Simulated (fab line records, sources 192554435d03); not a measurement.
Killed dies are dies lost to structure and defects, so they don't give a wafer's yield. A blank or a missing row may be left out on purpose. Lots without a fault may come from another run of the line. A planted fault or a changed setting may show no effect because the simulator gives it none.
Chamber matching | flow n5_finfet | N5_SD_EPI_N_ETCH_16 on rie_diel-04: 4 sister chambers
The step etches SiO2 in CHF3/O2, target depth 5 nm. 4 wafers are shown with their chamber, then 12 later ones without.

WAFERS WITH THEIR CHAMBER
wafer  | chamber | drypump_motor_current_A (A)
L084.4 | 0       | 6.2
L084.6 | 1       | 6.0
L087.5 | 3       | 6.4
L087.6 | 2       | 6.0

WAFERS WITHOUT THEIR CHAMBER
wafer  | drypump_motor_current_A (A)
L089.1 | 6.0
L089.5 | 6.0
L089.6 | 6.2
L093.2 | 6.1
L093.3 | 6.0
L093.4 | 6.5
L094.2 | 6.5
L094.3 | 6.1
L094.4 | 6.0
L095.1 | 6.0
L095.4 | 6.4
L095.5 | 6.2

WHICH CHAMBER EACH WENT THROUGH
wafer  | from the rows above          | in truth
L089.1 | can't be placed: 1 or 2      | 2
L089.5 | can't be placed: 1 or 2      | 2
L089.6 | 0                            | 0
L093.2 | can't be placed: 1 or 2 or 0 | 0
L093.3 | can't be placed: 1 or 2      | 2
L093.4 | 3                            | 3
L094.2 | 3                            | 3
L094.3 | can't be placed: 1 or 2 or 0 | 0
L094.4 | can't be placed: 1 or 2      | 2
L095.1 | can't be placed: 1 or 2      | 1
L095.4 | 3                            | 3
L095.5 | 0                            | 0
Placed correctly: 5 of 12. Can't be placed from these rows: 7 (the true chamber is among the candidates in 7). Placed wrongly: 0.
How it was worked out, from the rows above alone: a wafer's distance from a chamber is the root of the sum, over the readings, of the square of ((its reading less the chamber's mean) divided by the reading's scatter). The wafer belongs to the nearest chamber; if the next one is less than 2 further off, it can't be placed. A chamber's mean is the mean of its shown wafers. The scatter: with one shown wafer a chamber, the root of the mean of the squares of how far each hidden wafer lies from its nearest shown one.
